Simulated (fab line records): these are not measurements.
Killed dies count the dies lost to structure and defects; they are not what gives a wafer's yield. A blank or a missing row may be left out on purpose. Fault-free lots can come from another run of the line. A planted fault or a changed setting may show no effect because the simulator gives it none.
Matching of chambers || flow nand harc || 4 sister chambers for NHARC_A_STAIRCASE_DESCUM_443 on rie diel-03
The step chemistry O2, time 3 s. 24 wafers are shown with their chamber, then 12 later ones without.

EACH WAFER AND ITS CHAMBER
{"wafer": "L074.1", "chamber": 3, "drypump motor current A (A)": 5.8, "oes product au (a.u.)": 1.017, "showerhead plenum p Torr (Torr)": 1.89}
{"wafer": "L074.5", "chamber": 2, "drypump motor current A (A)": 6.2, "oes product au (a.u.)": 1.001, "showerhead plenum p Torr (Torr)": 1.77}
{"wafer": "L074.6", "chamber": 3, "drypump motor current A (A)": 5.8, "oes product au (a.u.)": 1.013, "showerhead plenum p Torr (Torr)": 1.89}
{"wafer": "L075.1", "chamber": 2, "drypump motor current A (A)": 6.2, "oes product au (a.u.)": 1.000, "showerhead plenum p Torr (Torr)": 1.77}
{"wafer": "L075.2", "chamber": 1, "drypump motor current A (A)": 6.3, "oes product au (a.u.)": 0.999, "showerhead plenum p Torr (Torr)": 1.97}
{"wafer": "L075.6", "chamber": 2, "drypump motor current A (A)": 6.2, "oes product au (a.u.)": 1.005, "showerhead plenum p Torr (Torr)": 1.77}
{"wafer": "L076.2", "chamber": 3, "drypump motor current A (A)": 5.8, "oes product au (a.u.)": 1.015, "showerhead plenum p Torr (Torr)": 1.89}
{"wafer": "L076.4", "chamber": 0, "drypump motor current A (A)": 4.8, "oes product au (a.u.)": 1.022, "showerhead plenum p Torr (Torr)": 1.88}
{"wafer": "L076.5", "chamber": 2, "drypump motor current A (A)": 6.2, "oes product au (a.u.)": 0.993, "showerhead plenum p Torr (Torr)": 1.77}
{"wafer": "L077.1", "chamber": 1, "drypump motor current A (A)": 6.3, "oes product au (a.u.)": 0.998, "showerhead plenum p Torr (Torr)": 1.97}
{"wafer": "L077.3", "chamber": 0, "drypump motor current A (A)": 4.9, "oes product au (a.u.)": 0.989, "showerhead plenum p Torr (Torr)": 1.88}
{"wafer": "L077.6", "chamber": 2, "drypump motor current A (A)": 6.2, "oes product au (a.u.)": 0.987, "showerhead plenum p Torr (Torr)": 2.08}
{"wafer": "L080.3", "chamber": 2, "drypump motor current A (A)": 6.2, "oes product au (a.u.)": 0.990, "showerhead plenum p Torr (Torr)": 2.07}
{"wafer": "L080.4", "chamber": 0, "drypump motor current A (A)": 4.8, "oes product au (a.u.)": 0.994, "showerhead plenum p Torr (Torr)": 1.87}
{"wafer": "L080.5", "chamber": 3, "drypump motor current A (A)": 5.8, "oes product au (a.u.)": 1.018, "showerhead plenum p Torr (Torr)": 1.89}
{"wafer": "L082.1", "chamber": 3, "drypump motor current A (A)": 5.8, "oes product au (a.u.)": 1.039, "showerhead plenum p Torr (Torr)": 1.88}
{"wafer": "L082.2", "chamber": 2, "drypump motor current A (A)": 6.2, "oes product au (a.u.)": 0.990, "showerhead plenum p Torr (Torr)": 2.07}
{"wafer": "L082.6", "chamber": 3, "drypump motor current A (A)": 5.8, "oes product au (a.u.)": 1.035, "showerhead plenum p Torr (Torr)": 1.88}
{"wafer": "L085.2", "chamber": 2, "drypump motor current A (A)": 6.2, "oes product au (a.u.)": 0.986, "showerhead plenum p Torr (Torr)": 2.07}
{"wafer": "L085.5", "chamber": 3, "drypump motor current A (A)": 5.8, "oes product au (a.u.)": 1.040, "showerhead plenum p Torr (Torr)": 1.88}
{"wafer": "L085.6", "chamber": 0, "drypump motor current A (A)": 4.8, "oes product au (a.u.)": 0.998, "showerhead plenum p Torr (Torr)": 1.87}
{"wafer": "L086.3", "chamber": 0, "drypump motor current A (A)": 4.8, "oes product au (a.u.)": 0.998, "showerhead plenum p Torr (Torr)": 1.87}
{"wafer": "L086.4", "chamber": 3, "drypump motor current A (A)": 5.8, "oes product au (a.u.)": 1.026, "showerhead plenum p Torr (Torr)": 1.88}
{"wafer": "L086.5", "chamber": 2, "drypump motor current A (A)": 6.2, "oes product au (a.u.)": 0.976, "showerhead plenum p Torr (Torr)": 2.07}

SIGNATURES (averages over the wafers above)
{"reading": "drypump motor current A", "chamber 0": 4.820, "chamber 1": 6.300, "chamber 2": 6.200, "chamber 3": 5.800, "scatter within a chamber": 0.02}
{"reading": "oes product au", "chamber 0": 1.00020, "chamber 1": 0.99850, "chamber 2": 0.99200, "chamber 3": 1.02537, "scatter within a chamber": 0.0104}
{"reading": "showerhead plenum p Torr", "chamber 0": 1.8740, "chamber 1": 1.9700, "chamber 2": 1.9378, "chamber 3": 1.8850, "scatter within a chamber": 0.101}
Rule: a wafer lies at a distance from a chamber equal to the root of the sum of squares, over the readings, of (its reading less the chamber's mean, divided by the reading's scatter). If the next closest chamber is less than 2 further off than the closest, the wafer can't be placed; otherwise it belongs to the closest. The scatter: take each reading less its chamber's mean, square it, sum over the shown wafers, divide by the number of wafers less the number of chambers, and take the root.

WAFERS WITHOUT THEIR CHAMBER
{"wafer": "L089.2", "drypump motor current A (A)": 5.8, "oes product au (a.u.)": 1.022, "showerhead plenum p Torr (Torr)": 1.88}
{"wafer": "L089.4", "drypump motor current A (A)": 4.8, "oes product au (a.u.)": 1.013, "showerhead plenum p Torr (Torr)": 1.87}
{"wafer": "L089.6", "drypump motor current A (A)": 6.2, "oes product au (a.u.)": 0.996, "showerhead plenum p Torr (Torr)": 2.06}
{"wafer": "L093.1", "drypump motor current A (A)": 5.8, "oes product au (a.u.)": 1.025, "showerhead plenum p Torr (Torr)": 1.88}
{"wafer": "L093.3", "drypump motor current A (A)": 4.9, "oes product au (a.u.)": 1.009, "showerhead plenum p Torr (Torr)": 1.86}
{"wafer": "L093.6", "drypump motor current A (A)": 6.3, "oes product au (a.u.)": 1.008, "showerhead plenum p Torr (Torr)": 1.95}
{"wafer": "L094.1", "drypump motor current A (A)": 6.3, "oes product au (a.u.)": 0.995, "showerhead plenum p Torr (Torr)": 1.95}
{"wafer": "L094.4", "drypump motor current A (A)": 4.8, "oes product au (a.u.)": 1.007, "showerhead plenum p Torr (Torr)": 1.86}
{"wafer": "L094.5", "drypump motor current A (A)": 5.8, "oes product au (a.u.)": 1.018, "showerhead plenum p Torr (Torr)": 1.87}
{"wafer": "L096.2", "drypump motor current A (A)": 5.8, "oes product au (a.u.)": 1.025, "showerhead plenum p Torr (Torr)": 1.87}
{"wafer": "L096.4", "drypump motor current A (A)": 6.2, "oes product au (a.u.)": 0.989, "showerhead plenum p Torr (Torr)": 2.05}
{"wafer": "L096.6", "drypump motor current A (A)": 6.2, "oes product au (a.u.)": 0.991, "showerhead plenum p Torr (Torr)": 2.05}

WHICH CHAMBER EACH ONE RAN IN
{"wafer": "L089.2", "from the rows above": 3, "in truth": 3}
{"wafer": "L089.4", "from the rows above": 0, "in truth": 0}
{"wafer": "L089.6", "from the rows above": 2, "in truth": 2}
{"wafer": "L093.1", "from the rows above": 3, "in truth": 3}
{"wafer": "L093.3", "from the rows above": 0, "in truth": 0}
{"wafer": "L093.6", "from the rows above": 1, "in truth": 1}
{"wafer": "L094.1", "from the rows above": 1, "in truth": 1}
{"wafer": "L094.4", "from the rows above": 0, "in truth": 0}
{"wafer": "L094.5", "from the rows above": 3, "in truth": 3}
{"wafer": "L096.2", "from the rows above": 3, "in truth": 3}
{"wafer": "L096.4", "from the rows above": 2, "in truth": 2}
{"wafer": "L096.6", "from the rows above": 2, "in truth": 2}
Correct placement for 12 of the 12. Can't be placed from these rows: 0. Wrongly placed: 0.
